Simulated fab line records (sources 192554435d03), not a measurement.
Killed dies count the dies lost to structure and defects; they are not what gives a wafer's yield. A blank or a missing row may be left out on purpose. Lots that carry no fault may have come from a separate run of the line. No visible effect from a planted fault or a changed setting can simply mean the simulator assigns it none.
Matching of chambers | flow n5-finfet | pecvd-04 running N5_BEOL_M6_ILD_DEP_00: 3 sister chambers
The step deposits SiCOH lowk from DEMS/porogen, target thk 179.75 nm, time 33.4 s. 6 wafers are shown with their chamber, then 7 later ones without.

WAFERS WITH THEIR CHAMBER
wafer  | chamber | throttle-valve-pct (%) | heater-power-w (W)
L084.1 | 2       | 13.4                   | 227
L085.6 | 2       | 13.5                   | 253
L088.2 | 0       | 15.8                   | 319
L088.6 | 1       | 13.2                   | 349
L091.1 | 0       | 15.8                   | 300
L091.4 | 1       | 13.3                   | 378

WAFERS WHOSE CHAMBER IS MISSING
wafer  | throttle-valve-pct (%) | heater-power-w (W)
L091.6 | 15.5                   | 300
L094.1 | 15.8                   | 336
L094.4 | 13.1                   | 383
L094.6 | 15.7                   | 336
L093.3 | 13.2                   | 389
L093.4 | 13.2                   | 306
L093.6 | 15.9                   | 270

CHAMBER TAKEN BY EACH
wafer  | from the rows above | in truth
L091.6 | 0                   | 0
L094.1 | 0                   | 0
L094.4 | 1                   | 1
L094.6 | 0                   | 0
L093.3 | 1                   | 1
L093.4 | 1                   | 1
L093.6 | 0                   | 0
7 of 7 placed correctly. Left unplaced by these rows: 0. Wrongly placed: 0.
How it was worked out, from the rows above alone: a wafer's distance from a chamber is the root of the sum, over the readings, of the square of ((its reading less the chamber's mean) divided by the reading's scatter). If the next closest chamber is less than 2 further off than the closest, the wafer can't be placed; otherwise it belongs to the closest. A chamber's mean is the mean of its shown wafers. The scatter: the root of (the sum of the squares of (reading less its chamber's mean) over the shown wafers, divided by (wafers less chambers)).
